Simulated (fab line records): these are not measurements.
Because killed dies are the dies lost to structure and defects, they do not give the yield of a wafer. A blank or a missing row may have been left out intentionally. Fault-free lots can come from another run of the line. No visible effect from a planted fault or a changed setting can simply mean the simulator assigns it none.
Matching of chambers + flow n5 finfet + N5_SPACER0_ALD_08 on ald sin-04 has 4 sister chambers
The step deposits SiNx, target thk 2 nm. 4 wafers are shown with their chamber, then 7 later ones without.

WAFERS, EACH WITH ITS CHAMBER
| wafer  | chamber | heater power w (W) |
|--------|---------|--------------------|
| L641.1 | 1       | 845                |
| L641.5 | 2       | 929                |
| L647.1 | 3       | 803                |
| L647.3 | 0       | 783                |

WAFERS MISSING THEIR CHAMBER
| wafer  | heater power w (W) |
|--------|--------------------|
| L647.6 | 924                |
| L648.1 | 850                |
| L648.5 | 873                |
| L648.6 | 777                |
| L649.2 | 854                |
| L649.3 | 828                |
| L649.6 | 777                |

WHICH CHAMBER EACH WENT THROUGH
| wafer  | from the rows above     | in truth |
|--------|-------------------------|----------|
| L647.6 | 2                       | 2        |
| L648.1 | 1                       | 1        |
| L648.5 | 1                       | 1        |
| L648.6 | can't be placed: 0 or 3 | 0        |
| L649.2 | 1                       | 1        |
| L649.3 | can't be placed: 1 or 3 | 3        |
| L649.6 | can't be placed: 0 or 3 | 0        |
4 of 7 placed correctly. These rows do not allow placing 3 (true chamber among the candidates in 3). Placed wrongly: 0.
How it was worked out, from the rows above alone: a wafer's distance from a chamber is the root of the sum, over the readings, of the square of ((its reading less the chamber's mean) divided by the reading's scatter). If the next closest chamber is less than 2 further off than the closest, the wafer can't be placed; otherwise it belongs to the closest. A chamber's mean is the mean of its shown wafers. The scatter: root of mean squared gap, hidden wafer to nearest shown wafer, with one shown wafer a chamber.
